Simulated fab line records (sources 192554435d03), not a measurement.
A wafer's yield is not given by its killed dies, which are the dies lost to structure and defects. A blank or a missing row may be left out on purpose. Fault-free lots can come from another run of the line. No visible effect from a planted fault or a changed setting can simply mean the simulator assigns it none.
What tool caused it? / flow n5_finfet / 9 lots with 27 wafers sampled at 6 steps, on a route of 1938 steps

WHAT THE GAUGES READ, wafer by wafer
N5_PMOS_HMC_CHANNEL_EPI_CD_MEAS_09: the cd target is 237.4 nm.
lot=L721; measured=day 2 05:03; on=cd_sem-02; cd_nm (nm)=237.4 236.3 235.8
lot=L722; measured=day 2 11:25; on=cd_sem-01; cd_nm (nm)=237.6 237.9 238.8
lot=L723; measured=day 2 17:07; on=cd_sem-03; cd_nm (nm)=235.0 236.9 236.0
lot=L725; measured=day 3 05:08; on=cd_sem-03; cd_nm (nm)=237.1 237.6 237.7
lot=L726; measured=day 3 11:03; on=cd_sem-02; cd_nm (nm)=237.1 236.4 237.0
lot=L730; measured=day 4 11:25; on=cd_sem-03; cd_nm (nm)=236.8 237.3 236.9
lot=L731; measured=day 4 17:26; on=cd_sem-03; cd_nm (nm)=235.4 236.5 237.3
lot=L732; measured=day 4 22:53; on=cd_sem-02; cd_nm (nm)=238.4 227.8 229.6
lot=L742; measured=day 7 11:04; on=cd_sem-02; cd_nm (nm)=236.7 237.1 237.8

N5_BEOL_M4_RC_MEAS_101.
lot=L721; measured=day 8 14:34; on=prober-02; DIBL_N (mV/V)=36.8 37.5 38.1; DIBL_P (mV/V)=36.5 36.5 37.9; IOFF_N (nA/um)=0.161 0.173 0.186; IOFF_P (nA/um)=0.26 0.25 0.29; ION_N (uA/um)=684 680 689; ION_P (uA/um)=479 475 482; SS_N (mV/dec)=71.6 72.0 71.9; SS_P (mV/dec)=73.5 73.7 73.7; VT_N (mV)=249.2 247.9 245.9; VT_P (mV)=-243 -248 -244
lot=L722; measured=day 8 18:02; on=prober-01; DIBL_N (mV/V)=36.1 37.7 35.5; DIBL_P (mV/V)=37.5 39.1 36.7; IOFF_N (nA/um)=0.159 0.190 0.152; IOFF_P (nA/um)=0.23 0.27 0.22; ION_N (uA/um)=674 678 677; ION_P (uA/um)=469 469 471; SS_N (mV/dec)=71.1 71.6 71.4; SS_P (mV/dec)=73.0 73.6 73.6; VT_N (mV)=248.9 249.7 253.0; VT_P (mV)=-247 -248 -252
lot=L723; measured=day 8 20:10; on=prober-01; DIBL_N (mV/V)=37.6 37.0 36.0; DIBL_P (mV/V)=36.9 35.2 35.0; IOFF_N (nA/um)=0.182 0.159 0.147; IOFF_P (nA/um)=0.29 0.25 0.25; ION_N (uA/um)=679 663 675; ION_P (uA/um)=470 466 472; SS_N (mV/dec)=71.9 72.1 71.5; SS_P (mV/dec)=72.8 73.0 72.7; VT_N (mV)=247.3 249.2 251.0; VT_P (mV)=-242 -245 -243
lot=L725; measured=day 9 05:38; on=prober-01; DIBL_N (mV/V)=35.7 37.9 37.6; DIBL_P (mV/V)=35.3 38.6 37.6; IOFF_N (nA/um)=0.135 0.182 0.172; IOFF_P (nA/um)=0.19 0.24 0.22; ION_N (uA/um)=663 680 689; ION_P (uA/um)=459 464 470; SS_N (mV/dec)=71.3 71.5 71.0; SS_P (mV/dec)=73.8 74.6 74.1; VT_N (mV)=253.6 247.2 249.3; VT_P (mV)=-253 -248 -251
lot=L726; measured=day 9 18:59; on=prober-01; DIBL_N (mV/V)=36.0 37.8 37.8; DIBL_P (mV/V)=35.8 37.9 37.7; IOFF_N (nA/um)=0.153 0.184 0.179; IOFF_P (nA/um)=0.19 0.22 0.21; ION_N (uA/um)=673 667 684; ION_P (uA/um)=455 450 457; SS_N (mV/dec)=72.0 72.8 72.0; SS_P (mV/dec)=73.9 73.8 73.6; VT_N (mV)=249.3 247.4 245.8; VT_P (mV)=-253 -251 -253
lot=L730; measured=day 11 06:55; on=prober-02; DIBL_N (mV/V)=37.1 36.3 36.3; DIBL_P (mV/V)=38.5 37.9 36.7; IOFF_N (nA/um)=0.184 0.174 0.162; IOFF_P (nA/um)=0.22 0.21 0.20; ION_N (uA/um)=680 664 667; ION_P (uA/um)=458 456 450; SS_N (mV/dec)=71.3 72.3 72.1; SS_P (mV/dec)=74.1 73.2 73.7; VT_N (mV)=245.7 247.0 249.6; VT_P (mV)=-253 -251 -253
lot=L731; measured=day 11 05:37; on=prober-02; DIBL_N (mV/V)=37.6 35.4 36.4; DIBL_P (mV/V)=38.3 34.8 36.9; IOFF_N (nA/um)=0.190 0.134 0.165; IOFF_P (nA/um)=0.26 0.19 0.23; ION_N (uA/um)=675 655 686; ION_P (uA/um)=466 447 467; SS_N (mV/dec)=71.9 70.7 71.2; SS_P (mV/dec)=73.5 72.7 73.6; VT_N (mV)=247.7 255.9 248.5; VT_P (mV)=-248 -253 -251
lot=L732; measured=day 11 10:47; on=prober-02; DIBL_N (mV/V)=37.1 38.6 38.2; DIBL_P (mV/V)=35.0 37.5 36.8; IOFF_N (nA/um)=0.147 0.184 0.174; IOFF_P (nA/um)=0.18 0.22 0.20; ION_N (uA/um)=663 675 683; ION_P (uA/um)=447 455 454; SS_N (mV/dec)=71.5 71.8 71.9; SS_P (mV/dec)=73.0 74.8 73.5; VT_N (mV)=250.5 249.4 248.8; VT_P (mV)=-255 -252 -253
lot=L742; measured=day 13 15:49; on=prober-02; DIBL_N (mV/V)=37.3 38.3 37.7; DIBL_P (mV/V)=36.0 37.0 35.6; IOFF_N (nA/um)=0.184 0.213 0.183; IOFF_P (nA/um)=0.25 0.29 0.25; ION_N (uA/um)=675 673 673; ION_P (uA/um)=464 460 462; SS_N (mV/dec)=71.8 71.7 72.7; SS_P (mV/dec)=73.7 74.9 74.1; VT_N (mV)=246.7 245.4 249.9; VT_P (mV)=-246 -246 -247

WHAT TOOL EACH LOT RAN ON (gives the tool, then ch and the chambers of the sampled wafers, and finally the start)
lot=L721; N5_ZERO_LAYER_PECVD_02=pecvd-04 ch 1,2, day 2 00:17; N5_PMOS_HMC_CHANNEL_EPI_PEB_07=litho_track-02 ch 0, day 2 04:59; N5_PMOS_HMC_CHANNEL_EPI_ETCH_32=rie_diel-02 ch 1,2, day 2 05:11; N5_PMOS_HMC_CHANNEL_EPI_FIN_RECESS_16=rie_si-04 ch 0,1, day 2 05:37
lot=L722; N5_ZERO_LAYER_PECVD_02=pecvd-02 ch 0, day 2 06:18; N5_PMOS_HMC_CHANNEL_EPI_PEB_07=litho_track-05 ch 0, day 2 11:20; N5_PMOS_HMC_CHANNEL_EPI_ETCH_32=rie_diel-06 ch 0,1,3, day 2 11:32; N5_PMOS_HMC_CHANNEL_EPI_FIN_RECESS_16=rie_si-04 ch 0,1,2, day 2 11:58
lot=L723; N5_ZERO_LAYER_PECVD_02=pecvd-02 ch 0,1, day 2 12:18; N5_PMOS_HMC_CHANNEL_EPI_PEB_07=litho_track-05 ch 0, day 2 17:03; N5_PMOS_HMC_CHANNEL_EPI_ETCH_32=rie_diel-02 ch 0,1,3, day 2 17:14; N5_PMOS_HMC_CHANNEL_EPI_FIN_RECESS_16=rie_si-03 ch 0,1, day 2 17:40
lot=L725; N5_ZERO_LAYER_PECVD_02=pecvd-03 ch 0,1, day 3 00:18; N5_PMOS_HMC_CHANNEL_EPI_PEB_07=litho_track-03 ch 0, day 3 05:05; N5_PMOS_HMC_CHANNEL_EPI_ETCH_32=rie_diel-06 ch 0,1,3, day 3 05:16; N5_PMOS_HMC_CHANNEL_EPI_FIN_RECESS_16=rie_si-03 ch 0,1,3, day 3 05:43
lot=L726; N5_ZERO_LAYER_PECVD_02=pecvd-03 ch 0,1,2, day 3 06:18; N5_PMOS_HMC_CHANNEL_EPI_PEB_07=litho_track-02 ch 0, day 3 10:59; N5_PMOS_HMC_CHANNEL_EPI_ETCH_32=rie_diel-02 ch 0,2,3, day 3 11:26; N5_PMOS_HMC_CHANNEL_EPI_FIN_RECESS_16=rie_si-03 ch 1,2, day 3 11:53
lot=L730; N5_ZERO_LAYER_PECVD_02=pecvd-03 ch 0,1,2, day 4 06:17; N5_PMOS_HMC_CHANNEL_EPI_PEB_07=litho_track-03 ch 0, day 4 11:20; N5_PMOS_HMC_CHANNEL_EPI_ETCH_32=rie_diel-01 ch 0,1,3, day 4 11:32; N5_PMOS_HMC_CHANNEL_EPI_FIN_RECESS_16=rie_si-01 ch 1,2,3, day 4 11:57
lot=L731; N5_ZERO_LAYER_PECVD_02=pecvd-02 ch 0,1,2, day 4 12:18; N5_PMOS_HMC_CHANNEL_EPI_PEB_07=litho_track-03 ch 0, day 4 17:23; N5_PMOS_HMC_CHANNEL_EPI_ETCH_32=rie_diel-01 ch 0,1,3, day 4 17:34; N5_PMOS_HMC_CHANNEL_EPI_FIN_RECESS_16=rie_si-04 ch 0,1, day 4 18:01
lot=L732; N5_ZERO_LAYER_PECVD_02=pecvd-03 ch 0,1, day 4 18:18; N5_PMOS_HMC_CHANNEL_EPI_PEB_07=litho_track-03 ch 0, day 4 22:49; N5_PMOS_HMC_CHANNEL_EPI_ETCH_32=rie_diel-02 ch 0,2,3, day 4 23:01; N5_PMOS_HMC_CHANNEL_EPI_FIN_RECESS_16=rie_si-03 ch 1,2,3, day 4 23:26
lot=L742; N5_ZERO_LAYER_PECVD_02=pecvd-02 ch 1,2, day 7 06:17; N5_PMOS_HMC_CHANNEL_EPI_PEB_07=litho_track-02 ch 0, day 7 10:59; N5_PMOS_HMC_CHANNEL_EPI_ETCH_32=rie_diel-02 ch 0,1,2, day 7 11:11; N5_PMOS_HMC_CHANNEL_EPI_FIN_RECESS_16=rie_si-03 ch 1,3, day 7 11:37
- N5_ZERO_LAYER_PECVD_02: deposits SiO2 from SiH4/N2O, target thk 10 nm, time 6 s.
- N5_PMOS_HMC_CHANNEL_EPI_PEB_07: peb time 60 s.
- N5_PMOS_HMC_CHANNEL_EPI_ETCH_32: etches BARC in N2/H2, stops on SiO2, target depth 85.8 nm, time 50.3 s.
- N5_PMOS_HMC_CHANNEL_EPI_FIN_RECESS_16: chemistry HBr/Cl2, target Si, target depth 54 nm, time 18 s.

WHAT THE TOOLS THEMSELVES READ (means of the sampled wafers that have a number; where no wafer has one, the mark that the record gives instead)
N5_ZERO_LAYER_PECVD_02.
lot=L721; tool=pecvd-04; chamber_pressure_Torr (Torr)=0.7517; heater_power_w (W)=787; showerhead_plenum_p_Torr (Torr)=8.01; susceptor_temp_C (C)=399.96
lot=L722; tool=pecvd-02; chamber_pressure_Torr (Torr)=0.7488; heater_power_w (W)=772; showerhead_plenum_p_Torr (Torr)=8.31; susceptor_temp_C (C)=399.97
lot=L723; tool=pecvd-02; chamber_pressure_Torr (Torr)=0.7487; heater_power_w (W)=776; showerhead_plenum_p_Torr (Torr)=8.21; susceptor_temp_C (C)=399.88
lot=L725; tool=pecvd-03; chamber_pressure_Torr (Torr)=0.7476; heater_power_w (W)=909; showerhead_plenum_p_Torr (Torr)=8.34; susceptor_temp_C (C)=400.00
lot=L726; tool=pecvd-03; chamber_pressure_Torr (Torr)=0.7494; heater_power_w (W)=852; showerhead_plenum_p_Torr (Torr)=8.25; susceptor_temp_C (C)=400.02
lot=L730; tool=pecvd-03; chamber_pressure_Torr (Torr)=0.7492; heater_power_w (W)=873; showerhead_plenum_p_Torr (Torr)=8.24; susceptor_temp_C (C)=400.03
lot=L731; tool=pecvd-02; chamber_pressure_Torr (Torr)=0.7492; heater_power_w (W)=687; showerhead_plenum_p_Torr (Torr)=8.08; susceptor_temp_C (C)=399.91
lot=L732; tool=pecvd-03; chamber_pressure_Torr (Torr)=0.7493; heater_power_w (W)=819; showerhead_plenum_p_Torr (Torr)=8.38; susceptor_temp_C (C)=399.84
lot=L742; tool=pecvd-02; chamber_pressure_Torr (Torr)=0.7496; heater_power_w (W)=661; showerhead_plenum_p_Torr (Torr)=7.94; susceptor_temp_C (C)=399.90

N5_PMOS_HMC_CHANNEL_EPI_PEB_07.
lot=L721; tool=litho_track-02; heater_power_total_W (W)=174.6
lot=L722; tool=litho_track-05; heater_power_total_W (W)=174.7
lot=L723; tool=litho_track-05; heater_power_total_W (W)=174.8
lot=L725; tool=litho_track-03; heater_power_total_W (W)=175.7
lot=L726; tool=litho_track-02; heater_power_total_W (W)=174.6
lot=L730; tool=litho_track-03; heater_power_total_W (W)=175.5
lot=L731; tool=litho_track-03; heater_power_total_W (W)=174.3
lot=L732; tool=litho_track-03; heater_power_total_W (W)=193.0
lot=L742; tool=litho_track-02; heater_power_total_W (W)=176.2

N5_PMOS_HMC_CHANNEL_EPI_ETCH_32.
lot=L721; tool=rie_diel-02; bias_w (W)=150.3; drypump_motor_current_A (A)=5.9; oes_product_au (a.u.)=0.69; rf_vpp_V (V)=521.2; showerhead_plenum_p_Torr (Torr)=2.46; throttle_valve_pct (%)=17.71
lot=L722; tool=rie_diel-06; bias_w (W)=149.7; drypump_motor_current_A (A)=5.4; oes_product_au (a.u.)=0.65; rf_vpp_V (V)=522.1; showerhead_plenum_p_Torr (Torr)=2.48; throttle_valve_pct (%)=17.95
lot=L723; tool=rie_diel-02; bias_w (W)=150.2; drypump_motor_current_A (A)=5.8; oes_product_au (a.u.)=0.73; rf_vpp_V (V)=524.3; showerhead_plenum_p_Torr (Torr)=2.58; throttle_valve_pct (%)=17.63
lot=L725; tool=rie_diel-06; bias_w (W)=149.7; drypump_motor_current_A (A)=5.3; oes_product_au (a.u.)=0.65; rf_vpp_V (V)=522.2; showerhead_plenum_p_Torr (Torr)=2.48; throttle_valve_pct (%)=17.95
lot=L726; tool=rie_diel-02; bias_w (W)=150.6; drypump_motor_current_A (A)=5.4; oes_product_au (a.u.)=0.72; rf_vpp_V (V)=525.5; showerhead_plenum_p_Torr (Torr)=2.57; throttle_valve_pct (%)=17.67
lot=L730; tool=rie_diel-01; bias_w (W)=149.9; drypump_motor_current_A (A)=5.3; oes_product_au (a.u.)=0.64; rf_vpp_V (V)=522.9; showerhead_plenum_p_Torr (Torr)=2.51; throttle_valve_pct (%)=17.88
lot=L731; tool=rie_diel-01; bias_w (W)=149.7; drypump_motor_current_A (A)=5.3; oes_product_au (a.u.)=0.64; rf_vpp_V (V)=523.7; showerhead_plenum_p_Torr (Torr)=2.51; throttle_valve_pct (%)=17.89
lot=L732; tool=rie_diel-02; bias_w (W)=150.1; drypump_motor_current_A (A)=5.4; oes_product_au (a.u.)=0.70; rf_vpp_V (V)=525.1; showerhead_plenum_p_Torr (Torr)=2.57; throttle_valve_pct (%)=17.69
lot=L742; tool=rie_diel-02; bias_w (W)=150.1; drypump_motor_current_A (A)=5.6; oes_product_au (a.u.)=0.69; rf_vpp_V (V)=522.3; showerhead_plenum_p_Torr (Torr)=2.53; throttle_valve_pct (%)=17.71

N5_PMOS_HMC_CHANNEL_EPI_FIN_RECESS_16.
lot=L721; tool=rie_si-04; bias_w (W)=75.01; drypump_motor_current_A (A)=6.1; oes_product_au (a.u.)=1.025; throttle_valve_pct (%)=35.34
lot=L722; tool=rie_si-04; bias_w (W)=74.92; drypump_motor_current_A (A)=5.6; oes_product_au (a.u.)=1.007; throttle_valve_pct (%)=35.58
lot=L723; tool=rie_si-03; bias_w (W)=75.18; drypump_motor_current_A (A)=5.5; oes_product_au (a.u.)=0.995; throttle_valve_pct (%)=35.42
lot=L725; tool=rie_si-03; bias_w (W)=75.08; drypump_motor_current_A (A)=5.7; oes_product_au (a.u.)=1.004; throttle_valve_pct (%)=35.50
lot=L726; tool=rie_si-03; bias_w (W)=74.73; drypump_motor_current_A (A)=5.8; oes_product_au (a.u.)=0.997; throttle_valve_pct (%)=35.65
lot=L730; tool=rie_si-01; bias_w (W)=75.07; drypump_motor_current_A (A)=5.5; oes_product_au (a.u.)=0.988; throttle_valve_pct (%)=35.45
lot=L731; tool=rie_si-04; bias_w (W)=74.94; drypump_motor_current_A (A)=6.2; oes_product_au (a.u.)=1.022; throttle_valve_pct (%)=35.34
lot=L732; tool=rie_si-03; bias_w (W)=75.03; drypump_motor_current_A (A)=5.9; oes_product_au (a.u.)=0.991; throttle_valve_pct (%)=35.63
lot=L742; tool=rie_si-03; bias_w (W)=75.06; drypump_motor_current_A (A)=5.7; oes_product_au (a.u.)=1.003; throttle_valve_pct (%)=35.62

THE ANSWER, worked out from the rows above alone
Rule: usual is defined by the lots themselves. Put in order of their means at a reading, lots are off if they are a third of the lots or fewer, leave a main group of 4 or more, and stand apart from it by a gap of 3 or more times the standard deviation of the main group's means; of several such gaps the widest counts. If all means in a main group match to the digits the tables above print for the reading, that group is not used. Also off: a lot with no number at a reading for which 4 or more lots have one. Where the step has rows for the other lots, those lots are counted as sound. Order of review: gauges by route order, followed by the tools' own readings, for which a lot's mean as printed above is used. The first step at which some lot is off is used, and at that step the reading that is off furthest; a lot without a number counts as furthest.
Off: L732 (N5_PMOS_HMC_CHANNEL_EPI_CD_MEAS_09, cd_nm). Mean 236.9 nm and standard deviation 0.63 in the main group.
If a tool, at a process step before that reading, ran all the lots that are off and no sound lot after the first of them, it fits. The gauges at N5_PMOS_HMC_CHANNEL_EPI_CD_MEAS_09 aren't tried: what is off there is off at N5_PMOS_HMC_CHANNEL_EPI_PEB_07 too, on other tools, and a gauge's error can't cause that. 2 tools fit, pecvd-03 at N5_ZERO_LAYER_PECVD_02 and litho_track-03 at N5_PMOS_HMC_CHANNEL_EPI_PEB_07, so this cannot tell which one it is.

WHAT HAD BEEN PUT IN BY THE SIMULATOR
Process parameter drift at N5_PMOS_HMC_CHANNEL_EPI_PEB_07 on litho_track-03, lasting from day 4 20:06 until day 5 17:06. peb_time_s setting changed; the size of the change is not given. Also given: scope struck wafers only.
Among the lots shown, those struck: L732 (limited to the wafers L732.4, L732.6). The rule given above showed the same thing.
